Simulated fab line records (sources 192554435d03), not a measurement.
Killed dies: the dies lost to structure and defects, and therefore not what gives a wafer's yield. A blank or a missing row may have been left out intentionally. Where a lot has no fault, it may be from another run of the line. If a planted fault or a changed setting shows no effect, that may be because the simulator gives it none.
Chamber matching -- flow n5 finfet -- 4 sister chambers for N5_BEOL_M5_ETCH_68 on rie diel-01
The step etches SOC in N2/H2, target depth 80 nm, overetch 16 nm, time 120 s. 18 wafers are shown with their chamber, then 9 later ones without.

== WAFERS WITH THEIR CHAMBER ==
wafer,chamber,showerhead plenum p Torr (Torr),drypump motor current A (A),throttle valve pct (%)
L075.2,2,2.65,5.5,18.18
L075.3,0,2.54,5.7,18.12
L075.5,0,2.54,5.7,18.12
L078.1,2,2.65,5.5,18.19
L078.2,1,2.53,6.1,18.20
L078.3,0,2.54,5.7,18.14
L079.2,2,2.64,5.5,18.19
L079.4,0,2.54,5.7,18.14
L079.6,3,2.43,6.5,18.03
L082.4,2,2.64,5.5,18.18
L082.5,3,2.43,6.4,18.03
L082.6,2,2.64,5.5,18.19
L083.2,1,2.52,6.1,18.21
L083.3,2,2.64,5.5,18.21
L083.5,3,2.42,6.4,18.05
L088.2,1,2.52,6.1,18.23
L088.5,2,2.63,5.5,18.23
L088.6,1,2.52,6.0,18.22

SIGNATURES (means of the wafers above)
reading,chamber 0,chamber 1,chamber 2,chamber 3,scatter within a chamber
showerhead plenum p Torr,2.5400,2.5225,2.6414,2.4267,0.00553
drypump motor current A,5.700,6.075,5.500,6.433,0.0318
throttle valve pct,18.1300,18.2150,18.1957,18.0367,0.015
Rule: a wafer lies at a distance from a chamber equal to the root of the sum of squares, over the readings, of (its reading less the chamber's mean, divided by the reading's scatter). If the next closest chamber is less than 2 further off than the closest, the wafer can't be placed; otherwise it belongs to the closest. How the scatter is found: for the shown wafers, subtract from each reading the mean of its chamber, square and add these, divide the total by (wafers less chambers), then take the root.

== WAFERS WITHOUT THEIR CHAMBER ==
wafer,showerhead plenum p Torr (Torr),drypump motor current A (A),throttle valve pct (%)
L092.4,2.63,5.5,18.25
L092.5,2.52,5.8,18.19
L092.6,2.52,6.0,18.25
L090.2,2.52,6.1,18.24
L090.3,2.52,5.7,18.20
L090.4,2.52,5.7,18.21
L095.1,2.62,5.5,18.26
L095.4,2.51,6.0,18.24
L095.5,2.63,5.5,18.26

== WHICH CHAMBER EACH WENT THROUGH ==
wafer,from the rows above,in truth
L092.4,2,2
L092.5,0,0
L092.6,1,1
L090.2,1,1
L090.3,0,0
L090.4,0,0
L095.1,2,2
L095.4,1,1
L095.5,2,2
Correct placement for 9 of the 9. Not placeable from these rows: 0. Placed wrongly: 0.
